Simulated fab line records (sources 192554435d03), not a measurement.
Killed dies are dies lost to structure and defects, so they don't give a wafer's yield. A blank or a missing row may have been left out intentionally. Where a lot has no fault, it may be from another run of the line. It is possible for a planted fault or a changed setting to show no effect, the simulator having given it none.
fab line records	flow n5Finfet	part 1 of 2: steps 1 to 3 of 6
record: lots: 21	wafers: 63	lastDay: 19
route steps=1938 shown MOL_CONTACT_COAG@577 BEOL_M0_SAQP@653 BEOL_M0@729
lots untouched by any fault: they come from a run of this same line in which no faults occurred
startH: the number of hours between the record's first day and the start of the first shown wafer of the lot	waitH: how many hours have passed since the lot's step before this one	" the same as in the row above	L1.1+2: a single row standing in for several wafers	- either no value or no given start	* or withheld: withheld	< > ~ a bound
route shown NAME@n: a module of which the file shows steps, and the number in the route of the first	usual: the fault-free wafers' mean and standard deviation	same: alike in all rows	chamber/n: place in a boat	sites: per-site readings	_std_site: standard deviation across them	_edge_site: the outer-site mean with the inner-site mean subtracted	radiusMm: for every site, how far away it sits from the centre of the wafer	mask NAME#n: copy n	behind: the most recent tool/chamber to have shaped the wafer	hold: what put the lot on hold/how long, in hours/how the hold closed	device: the n, p or np transistor that did not switch	end of line: at the end of the route, the tests of the same wafers	where a step has no rows: the recipe by itself	killed: dies lost to structure and defects at the first sort, not the wafer's yield	map: a wafer's dies, x killed, . not, _ none there
set.NAME: the setting as run; set.NAME@STEP: as run at that earlier step	model.NAME: the simulator's own value behind a step, which no gauge read
steps of the route over a sample of lots; a table a step, a row a wafer
services: when a tool's chamber went out of use (startH, in hours from the record's first day, below 0 if earlier), for how many hours, and the reason
== steps ==
step: N5_MOL_CONTACT_COAG_ETCH_89
recipe: chemistry: N2/H2	target: underlayer	targetDepthA: 130	maskMaterial: CAR-EUV	timeS: 10.4	ionEnergyEv: 200	pressureMtorr: 30	sourceW: 840	biasW: 150	n2FlowSccm: 200	h2FlowSccm: 200	ends: cleared
usual: drypumpMotorCurrentA: 5.5/0.42	etchRfOnTimeS: 10.35/0.24	oesProductAu: 0.70/0.09	rfVppV: 523.5/2.7	showerheadPlenumPTorr: 2.53/0.092	throttleValvePct: 17.80/0.26
lot.wafer	tool	chamber	startH	waitH	drypumpMotorCurrentA	etchRfOnTimeS	oesProductAu	rfHoursCounterH	rfVppV	showerheadPlenumPTorr	throttleValvePct
L074.2	rieDiel-01	0	101.38	0.0	5.4	10.61	0.58	241	524.1	2.49	18.07
L074.3	"	1	"	"	5.3	10.42	0.60	228	526.5	2.63	17.98
L074.5	"	0	"	"	5.5	10.61	0.58	-	522.0	2.49	18.09
L075.1	rieDiel-01	0	107.41	0.0	5.5	10.63	0.58	243	522.4	2.49	18.09
L075.2	"	2	"	"	5.9	10.40	0.60	209	519.2	2.41	18.02
L075.6	"	0	"	"	5.5	10.66	0.57	-	523.1	2.49	18.09
L076.1	rieDiel-04	3	111.73	0.0	5.9	10.37	0.59	246	518.1	2.40	18.28
L076.3	"	1	"	"	6.5	10.15	0.78	24	520.8	2.48	18.07
L076.6	"	0	"	"	5.2	10.47	0.59	-	521.7	2.49	17.98
L077.1	rieDiel-04	0	116.49	0.0	5.2	10.35	0.58	242	522.8	2.49	17.99
L077.4	"	1	"	"	6.5	10.08	0.78	26	522.9	2.48	18.07
L077.5	"	2	"	"	5.4	10.65	0.70	-	524.5	2.57	17.39
L078.1	rieDiel-04	3	122.38	0.0	5.8	10.16	0.59	248	518.9	2.40	18.28
L078.3	"	2	"	"	5.4	10.71	0.70	70	525.3	2.57	17.39
L078.5	"	2	"	"	5.5	10.71	0.70	-	524.9	2.57	17.40
L079.1	rieDiel-04	1	132.38	0.0	6.5	10.00	0.77	31	524.3	2.48	18.09
L079.4	"	1	"	"	6.5	10.08	0.77	-	520.1	2.48	18.08
L079.6	"	0	"	"	5.1	10.18	0.59	-	522.0	2.49	17.98
L080.2	rieDiel-01	2	135.54	0.0	6.0	10.37	0.60	219	520.4	2.40	18.02
L080.5	"	3	"	"	5.0	10.14	0.81	-	526.5	2.58	17.48
L080.6	"	1	"	"	5.2	10.45	0.59	-	525.5	2.62	18.00
L081.1	rieDiel-01	1	141.07	0.0	5.3	10.55	0.60	244	524.8	2.62	18.00
L081.3	"	2	"	"	5.9	10.45	0.60	223	520.6	2.40	18.02
L081.6	"	3	"	"	4.9	10.22	0.80	-	524.6	2.58	17.49
L082.2	rieDiel-01	3	147.26	0.0	4.9	10.08	0.80	19	524.8	2.58	17.48
L082.4	"	1	"	"	5.2	10.44	0.59	248	524.4	2.62	18.00
L082.5	"	1	"	"	5.2	10.37	0.60	-	526.2	2.62	17.99
L083.1	rieDiel-01	2	153.59	0.0	6.0	10.55	0.59	229	519.7	2.40	18.01
L083.4	"	2	"	"	5.9	10.61	0.59	-	518.6	2.40	18.03
L083.5	"	3	"	"	5.0	10.29	0.79	-	524.3	2.58	17.48
L084.1	rieDiel-04	0	159.69	0.0	5.2	10.33	0.59	258	523.3	2.48	18.00
L084.5	"	0	"	"	5.1	10.29	0.58	-	521.8	2.48	18.01
L084.6	"	3	"	"	5.9	10.19	0.84	-	529.7	2.72	17.86
L085.1	rieDiel-01	2	168.46	0.0	6.0	10.30	0.59	236	520.5	2.40	18.04
L085.4	"	0	"	"	5.5	10.22	0.79	-	523.1	2.49	17.68
L085.5	"	2	"	"	6.0	10.28	0.60	-	520.1	2.40	18.04
L086.1	rieDiel-04	1	169.46	0.0	6.5	9.99	0.75	46	521.8	2.48	18.12
L086.2	"	0	"	"	5.1	10.18	0.58	261	520.2	2.48	18.01
L086.4	"	3	"	"	5.9	10.06	0.83	4	528.3	2.71	17.87
L088.2	rieDiel-01	2	185.78	0.0	5.9	10.35	0.58	243	519.9	2.39	18.07
L088.3	"	1	"	"	5.2	10.26	0.81	4	526.3	2.62	17.63
L088.5	"	1	"	"	5.2	10.23	0.81	-	525.1	2.62	17.62
L089.1	rieDiel-01	0	188.75	0.0	5.5	10.22	0.77	18	522.7	2.48	17.69
L089.3	"	3	"	"	5.0	10.12	0.78	33	525.5	2.58	17.53
L089.4	"	2	"	"	6.0	10.46	0.58	244	521.2	2.39	18.06
L091.1	rieDiel-03	3	201.50	0.0	5.4	10.86	0.66	96	527.0	2.68	17.68
L091.2	"	2	"	"	5.6	10.31	0.65	129	521.4	2.45	18.01
L091.4	"	1	"	"	5.3	10.07	0.76	42	528.1	2.68	17.41
L092.4	rieDiel-01	0	207.21	0.0	5.5	10.35	0.75	24	523.1	2.48	17.71
L092.5	"	1	"	"	5.2	10.18	0.78	-	524.9	2.61	17.64
L092.6	"	0	"	"	5.5	10.27	0.76	-	521.4	2.48	17.72
L093.2	rieDiel-04	1	213.43	0.0	6.5	10.21	0.72	64	522.7	2.47	18.15
L093.3	"	2	"	"	5.4	10.87	0.67	106	524.3	2.55	17.45
L093.5	"	2	"	"	5.4	10.78	0.67	-	524.2	2.55	17.47
L095.1	rieDiel-01	3	220.44	0.0	5.0	10.10	0.76	44	524.3	2.57	17.52
L095.3	"	1	"	"	5.2	10.19	0.78	16	525.1	2.61	17.66
L095.5	"	0	"	"	5.5	10.28	0.75	-	521.5	2.48	17.72
L096.1	rieDiel-03	2	237.21	0.0	5.6	10.28	0.64	140	520.9	2.45	18.03
L096.5	"	1	"	"	5.3	10.08	0.74	-	527.9	2.68	17.42
L096.6	"	0	"	"	5.4	10.72	0.63	-	522.1	2.45	17.84
L097.1	rieDiel-03	2	238.12	0.0	5.6	10.33	0.64	140	522.2	2.45	18.03
L097.3	"	3	"	"	5.5	10.79	0.65	107	528.2	2.67	17.68
L097.5	"	0	"	"	5.3	10.74	0.63	-	520.8	2.45	17.85
step: N5_BEOL_M0_SAQP_ETCH_83
recipe: chemistry: CF4	target: SiARC	targetDepthA: 390	maskMaterial: CAR-ArF	timeS: 65	ionEnergyEv: 80	pressureMtorr: 40	sourceW: 545	biasW: 36	Ar_flow_sccm: 100	cf4FlowSccm: 100	ends: cleared
usual: cf4FlowSccm: 99.99/0.28	drypumpMotorCurrentA: 5.6/0.44	etchRfOnTimeS: 65.0/1.7	oesProductAu: 0.65/0.056	rfVppV: 184.1/1.1	showerheadPlenumPTorr: 2.15/0.054	throttleValvePct: 15.66/0.24
lot.wafer	tool	chamber	startH	waitH	cf4FlowSccm	drypumpMotorCurrentA	etchRfOnTimeS	oesProductAu	rfHoursCounterH	rfVppV	showerheadPlenumPTorr	throttleValvePct
L074.2	rieDiel-02	3	110.91	0.0	99.80	5.6	63.2	0.59	240	183.0	2.09	15.74
L074.3	"	1	"	"	99.77	5.7	66.7	0.76	24	184.2	2.10	15.62
L074.5	"	3	"	"	100.07	5.6	62.9	0.59	-	184.1	2.09	15.74
L075.1	rieDiel-05	1	117.90	0.0	100.15	5.6	61.5	0.64	195	184.4	2.21	15.57
L075.2	"	2	"	"	100.07	6.2	62.5	0.75	42	184.9	2.16	15.15
L075.6	"	0	"	"	100.55	5.3	62.3	0.75	-	182.3	2.10	15.27
L076.1	rieDiel-05	1	121.55	0.0	100.05	5.6	62.4	0.63	195	186.4	2.21	15.58
L076.3	"	0	"	"	99.76	5.2	63.5	0.75	65	183.4	2.09	15.27
L076.6	"	2	"	"	100.30	6.2	63.8	0.75	-	184.1	2.16	15.15
L077.1	rieDiel-06	1	124.33	0.0	100.33	6.5	65.0	0.60	212	183.7	2.12	15.71
L077.4	"	3	"	"	100.05	5.6	67.4	0.62	167	185.7	2.22	15.75
L077.5	"	3	"	"	99.95	5.6	67.3	0.62	-	184.7	2.22	15.74
L078.1	rieDiel-05	3	129.96	0.0	100.04	5.1	66.9	0.59	227	183.3	2.14	15.98
L078.3	"	1	"	"	100.06	5.6	63.1	0.63	197	184.9	2.21	15.57
L078.5	"	1	"	"	99.90	5.6	62.4	0.63	-	184.9	2.20	15.59
L079.1	rieDiel-06	3	140.35	0.0	99.94	5.7	67.0	0.62	172	184.0	2.22	15.75
L079.4	"	1	"	"	100.42	6.6	64.3	0.60	216	184.8	2.12	15.70
L079.6	"	0	"	"	100.36	5.2	65.6	0.68	-	184.1	2.08	15.78
L080.2	rieDiel-06	3	144.08	0.0	100.20	5.7	67.6	0.62	173	186.1	2.22	15.75
L080.5	"	1	"	"	100.16	6.5	64.5	0.59	-	183.3	2.12	15.72
L080.6	"	2	"	"	100.48	5.6	65.3	0.64	-	185.1	2.23	15.64
L081.1	rieDiel-05	0	149.98	0.0	100.11	5.2	63.0	0.73	74	183.4	2.09	15.30
L081.3	"	2	"	"	100.15	6.2	63.6	0.73	51	183.8	2.16	15.16
L081.6	"	3	"	"	99.97	5.1	66.3	0.59	-	183.2	2.13	16.00
L082.2	rieDiel-02	0	155.96	0.0	99.82	5.1	66.2	0.60	188	186.0	2.23	15.99
L082.4	"	2	"	"	99.95	6.0	63.2	0.67	-	183.0	2.13	15.59
L082.5	"	1	"	"	99.71	5.7	67.5	0.72	-	183.2	2.10	15.63
L083.1	rieDiel-06	0	161.59	0.0	99.63	5.1	65.9	0.68	105	184.4	2.08	15.81
L083.4	"	2	"	"	100.06	5.7	64.8	0.64	170	184.8	2.23	15.65
L083.5	"	0	"	"	99.85	5.1	64.9	0.68	-	183.5	2.08	15.80
L084.1	rieDiel-05	0	169.61	0.0	100.02	5.2	62.8	0.72	80	182.8	2.09	15.29
L084.5	"	2	"	"	99.76	6.2	63.2	0.73	-	184.3	2.16	15.19
L084.6	"	1	"	"	99.94	5.6	61.9	0.62	-	184.0	2.20	15.60
L085.1	rieDiel-02	2	176.39	0.0	99.60	6.0	62.9	0.66	156	183.6	2.13	15.59
L085.4	"	1	"	"	99.78	5.6	66.3	0.72	-	183.6	2.09	15.65
L085.5	"	2	"	"	99.86	6.1	63.1	0.65	-	184.2	2.13	15.59
L086.1	rieDiel-02	2	179.81	0.0	99.71	6.0	62.3	0.66	158	185.4	2.13	15.57
L086.2	"	1	"	"	99.85	5.6	65.8	0.72	46	185.3	2.09	15.66
L086.4	"	0	"	"	100.19	5.1	66.2	0.60	-	184.3	2.23	16.01
L088.2	rieDiel-05	1	193.49	0.0	100.41	5.6	63.2	0.61	216	184.8	2.20	15.63
L088.3	"	0	"	"	100.29	5.2	63.1	0.72	86	183.6	2.09	15.33
L088.5	"	1	"	"	100.50	5.6	62.7	0.62	-	184.9	2.20	15.62
L089.1	rieDiel-05	1	198.53	0.0	99.90	5.6	62.2	0.62	218	184.6	2.20	15.62
L089.3	"	0	"	"	99.92	5.2	63.7	0.71	88	181.8	2.09	15.32
L089.4	"	3	"	"	99.84	5.1	67.2	0.58	247	183.6	2.13	16.01
L091.1	rieDiel-02	1	210.99	0.0	99.74	5.7	66.9	0.71	54	183.8	2.09	15.67
L091.2	"	2	"	"	100.65	6.0	63.8	0.66	166	182.8	2.13	15.60
L091.4	"	1	"	"	100.02	5.6	67.1	0.71	-	183.8	2.09	15.67
L092.4	rieDiel-06	1	214.49	0.0	99.85	6.6	65.1	0.58	234	184.2	2.11	15.76
L092.5	"	3	"	"	99.81	5.6	67.3	0.61	-	183.6	2.21	15.77
L092.6	"	2	"	"	99.47	5.6	64.2	0.64	-	185.0	2.23	15.66
L093.2	rieDiel-05	2	220.81	0.0	99.91	6.2	63.8	0.72	68	184.2	2.16	15.20
L093.3	"	3	"	"	99.82	5.1	66.4	0.58	250	185.4	2.13	16.02
L093.5	"	3	"	"	99.73	5.1	66.7	0.58	-	183.6	2.13	16.04
L095.1	rieDiel-06	1	228.27	0.0	99.64	6.5	65.0	0.58	238	183.4	2.11	15.75
L095.3	"	3	"	"	100.42	5.7	67.5	0.61	194	185.2	2.21	15.80
L095.5	"	3	"	"	100.02	5.6	67.5	0.61	-	185.7	2.21	15.79
L096.1	rieDiel-02	3	244.29	0.0	99.72	5.6	62.9	0.78	17	184.9	2.08	15.26
L096.5	"	0	"	"	99.76	5.1	66.2	0.59	-	184.8	2.22	16.03
L096.6	"	1	"	"	100.12	5.6	66.5	0.69	-	182.7	2.09	15.69
L097.1	rieDiel-06	0	250.55	0.0	99.42	5.2	65.6	0.66	127	183.1	2.07	15.84
L097.3	"	1	"	"	99.70	6.5	65.3	0.58	243	182.2	2.11	15.76
L097.5	"	0	"	"	99.97	5.2	65.4	0.66	-	184.8	2.07	15.84
step: N5_BEOL_M0_SAQP_ETCH_88
recipe: chemistry: N2/H2	target: underlayer	targetDepthA: 65	timeS: 5.2	ionEnergyEv: 200	maskMaterial: CAR-EUV	pressureMtorr: 30	sourceW: 840	biasW: 150	n2FlowSccm: 200	h2FlowSccm: 200	ends: cleared
usual: drypumpMotorCurrentA: 5.6/0.4	etchRfOnTimeS: 5.19/0.16	oesProductAu: 0.67/0.064	rfVppV: 523.9/2.2	showerheadPlenumPTorr: 2.55/0.066	throttleValvePct: 17.86/0.24
lot.wafer	tool	chamber	startH	waitH	drypumpMotorCurrentA	etchRfOnTimeS	oesProductAu	rfHoursCounterH	rfVppV	showerheadPlenumPTorr	throttleValvePct
L074.2	rieDiel-05	3	115.12	0.0	5.1	5.38	0.59	223	520.7	2.50	18.07
L074.3	"	0	"	"	5.2	5.09	0.74	64	520.9	2.46	17.26
L074.5	"	0	"	"	5.3	5.09	0.75	-	523.8	2.46	17.24
L075.1	rieDiel-06	0	122.29	0.0	5.1	5.16	0.70	94	522.8	2.47	18.08
L075.2	"	2	"	"	5.7	5.21	0.64	160	527.5	2.65	17.96
L075.6	"	3	"	"	5.7	5.34	0.62	-	525.9	2.64	17.94
L076.1	rieDiel-06	1	125.53	0.0	6.5	5.15	0.60	212	522.9	2.54	18.07
L076.3	"	0	"	"	5.1	5.18	0.69	95	520.9	2.47	18.09
L076.6	"	1	"	"	6.5	5.15	0.59	-	523.7	2.54	18.08
L077.1	rieDiel-05	2	128.79	0.0	6.2	5.00	0.75	45	525.0	2.61	17.58
L077.4	"	1	"	"	5.6	4.92	0.63	197	527.2	2.63	17.79
L077.5	"	3	"	"	5.1	5.26	0.59	-	524.9	2.50	18.10
L078.1	rieDiel-05	3	135.31	0.0	5.1	5.26	0.59	229	523.2	2.49	18.10
L078.3	"	0	"	"	5.3	5.04	0.73	70	519.8	2.45	17.26
L078.5	"	2	"	"	6.2	5.02	0.75	-	525.1	2.61	17.60
L079.1	rieDiel-02	1	144.23	0.0	5.6	5.48	0.72	33	522.3	2.50	17.87
L079.4	"	0	"	"	5.1	5.32	0.60	183	523.6	2.62	18.16
L079.6	"	0	"	"	5.1	5.27	0.60	-	525.4	2.62	18.14
L080.2	rieDiel-02	0	148.74	0.0	5.1	5.25	0.61	184	527.6	2.62	18.15
L080.5	"	1	"	"	5.6	5.42	0.71	-	522.7	2.50	17.86
L080.6	"	0	"	"	5.1	5.29	0.60	-	525.0	2.62	18.17
L081.1	rieDiel-05	0	153.99	0.0	5.2	5.05	0.75	75	521.4	2.45	17.28
L081.3	"	1	"	"	5.6	5.01	0.63	204	527.4	2.63	17.82
L081.6	"	3	"	"	5.1	5.30	0.59	-	525.3	2.49	18.09
L082.2	rieDiel-02	2	160.16	0.0	6.0	5.03	0.68	150	522.6	2.55	17.79
L082.4	"	1	"	"	5.6	5.49	0.72	-	522.8	2.50	17.88
L082.5	"	2	"	"	6.0	5.04	0.66	-	523.3	2.55	17.75
L083.1	rieDiel-05	2	165.56	0.0	6.2	5.04	0.73	56	525.8	2.60	17.59
L083.4	"	0	"	"	5.3	5.05	0.72	78	524.1	2.45	17.24
L083.5	"	0	"	"	5.2	5.03	0.73	-	522.4	2.45	17.28
L084.1	rieDiel-05	1	173.40	0.0	5.6	5.00	0.63	210	526.0	2.63	17.79
L084.5	"	1	"	"	5.6	4.97	0.63	-	527.1	2.63	17.81
L084.6	"	2	"	"	6.2	5.00	0.73	-	526.3	2.60	17.61
L085.1	rieDiel-06	2	180.49	0.0	5.6	5.17	0.64	175	525.3	2.64	17.97
L085.4	"	1	"	"	6.5	5.16	0.59	226	523.6	2.53	18.10
L085.5	"	2	"	"	5.6	5.21	0.63	-	525.2	2.64	17.95
L086.1	rieDiel-05	0	183.58	0.0	5.2	5.07	0.72	83	523.3	2.45	17.29
L086.2	"	1	"	"	5.6	5.05	0.63	213	526.2	2.63	17.82
L086.4	"	2	"	"	6.2	5.01	0.72	60	524.7	2.60	17.60
L088.2	rieDiel-02	2	197.43	0.0	6.0	5.03	0.65	162	523.9	2.54	17.82
L088.3	"	3	"	"	5.6	5.06	0.81	3	522.0	2.51	17.72
L088.5	"	3	"	"	5.6	5.01	0.82	-	522.5	2.51	17.73
L089.1	rieDiel-06	0	203.70	0.0	5.2	5.27	0.67	116	521.3	2.46	18.12
L089.3	"	1	"	"	6.5	5.20	0.58	232	522.1	2.53	18.11
L089.4	"	3	"	"	5.7	5.42	0.61	188	525.0	2.63	17.99
L091.1	rieDiel-06	2	214.98	0.0	5.7	5.13	0.63	184	526.9	2.63	18.00
L091.2	"	3	"	"	5.6	5.40	0.61	191	526.8	2.63	17.96
L091.4	"	0	"	"	5.2	5.26	0.66	118	521.0	2.46	18.12
L092.4	rieDiel-06	1	218.81	0.0	6.6	5.21	0.58	235	524.3	2.53	18.14
L092.5	"	3	"	"	5.6	5.39	0.61	-	526.5	2.63	17.98
L092.6	"	0	"	"	5.2	5.18	0.67	-	521.8	2.46	18.11
L093.2	rieDiel-02	3	224.78	0.0	5.6	5.04	0.81	9	524.6	2.50	17.74
L093.3	"	1	"	"	5.6	5.44	0.70	58	519.9	2.49	17.89
L093.5	"	1	"	"	5.6	5.43	0.70	-	521.4	2.49	17.92
L095.1	rieDiel-02	3	232.16	0.0	5.6	5.08	0.80	12	521.9	2.50	17.73
L095.3	"	2	"	"	6.0	5.05	0.65	172	521.7	2.54	17.81
L095.5	"	1	"	"	5.6	5.47	0.69	-	522.4	2.49	17.91
L096.1	rieDiel-05	1	248.44	0.0	5.6	5.02	0.62	228	525.6	2.62	17.81
L096.5	"	1	"	"	5.6	4.99	0.61	-	524.4	2.62	17.83
L096.6	"	0	"	"	5.2	5.12	0.69	-	521.6	2.44	17.31
L097.1	rieDiel-02	3	255.59	0.0	5.6	5.06	0.77	20	520.6	2.50	17.74
L097.3	"	1	"	"	5.7	5.43	0.68	70	522.9	2.49	17.91
L097.5	"	1	"	"	5.6	5.42	0.68	-	521.5	2.49	17.92
